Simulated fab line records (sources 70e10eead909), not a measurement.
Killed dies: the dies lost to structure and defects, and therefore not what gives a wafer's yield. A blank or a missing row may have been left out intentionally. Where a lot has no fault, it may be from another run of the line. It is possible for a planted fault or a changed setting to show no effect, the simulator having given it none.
Chamber matching / flow nand harc / NHARC_P_CONTACT_ALD_22 on ald metal-01 has 4 sister chambers
The step deposits TiN, target thk 3 nm, pulse time 1 s, ald cycles 150. 8 wafers are shown with their chamber, then 9 later ones without.

WAFERS PAIRED WITH THEIR CHAMBERS
wafer=L075.6; chamber=1; heater power w (W)=879; heater power outer w (W)=579
wafer=L078.1; chamber=2; heater power w (W)=1205; heater power outer w (W)=800
wafer=L083.2; chamber=1; heater power w (W)=886; heater power outer w (W)=572
wafer=L083.4; chamber=0; heater power w (W)=1296; heater power outer w (W)=855
wafer=L083.5; chamber=2; heater power w (W)=1154; heater power outer w (W)=750
wafer=L086.2; chamber=3; heater power w (W)=1073; heater power outer w (W)=651
wafer=L086.4; chamber=0; heater power w (W)=1260; heater power outer w (W)=891
wafer=L086.5; chamber=3; heater power w (W)=1056; heater power outer w (W)=657

WAFERS WITHOUT THEIR CHAMBER
wafer=L089.1; heater power w (W)=1073; heater power outer w (W)=664
wafer=L089.2; heater power w (W)=1282; heater power outer w (W)=863
wafer=L089.5; heater power w (W)=1251; heater power outer w (W)=861
wafer=L091.1; heater power w (W)=1140; heater power outer w (W)=762
wafer=L091.3; heater power w (W)=1077; heater power outer w (W)=666
wafer=L091.5; heater power w (W)=892; heater power outer w (W)=563
wafer=L095.1; heater power w (W)=899; heater power outer w (W)=567
wafer=L095.4; heater power w (W)=1088; heater power outer w (W)=655
wafer=L095.5; heater power w (W)=1169; heater power outer w (W)=768

WHICH CHAMBER EACH WENT THROUGH
wafer=L089.1; from the rows above=3; in truth=3
wafer=L089.2; from the rows above=0; in truth=0
wafer=L089.5; from the rows above=0; in truth=0
wafer=L091.1; from the rows above=2; in truth=2
wafer=L091.3; from the rows above=3; in truth=3
wafer=L091.5; from the rows above=1; in truth=1
wafer=L095.1; from the rows above=1; in truth=1
wafer=L095.4; from the rows above=3; in truth=3
wafer=L095.5; from the rows above=2; in truth=2
Correct placement for 9 of the 9. Can't be placed from these rows: 0. Placed wrongly: 0.
How it was worked out, from the rows above alone: a wafer's distance from a chamber is the root of the sum, over the readings, of the square of ((its reading less the chamber's mean) divided by the reading's scatter). The wafer belongs to the nearest chamber; if the next one is less than 2 further off, it can't be placed. A chamber's mean is the mean of its shown wafers. The scatter is the square root of a quotient: the sum, over the shown wafers, of each reading's squared deviation from its chamber's mean, divided by wafers minus chambers.
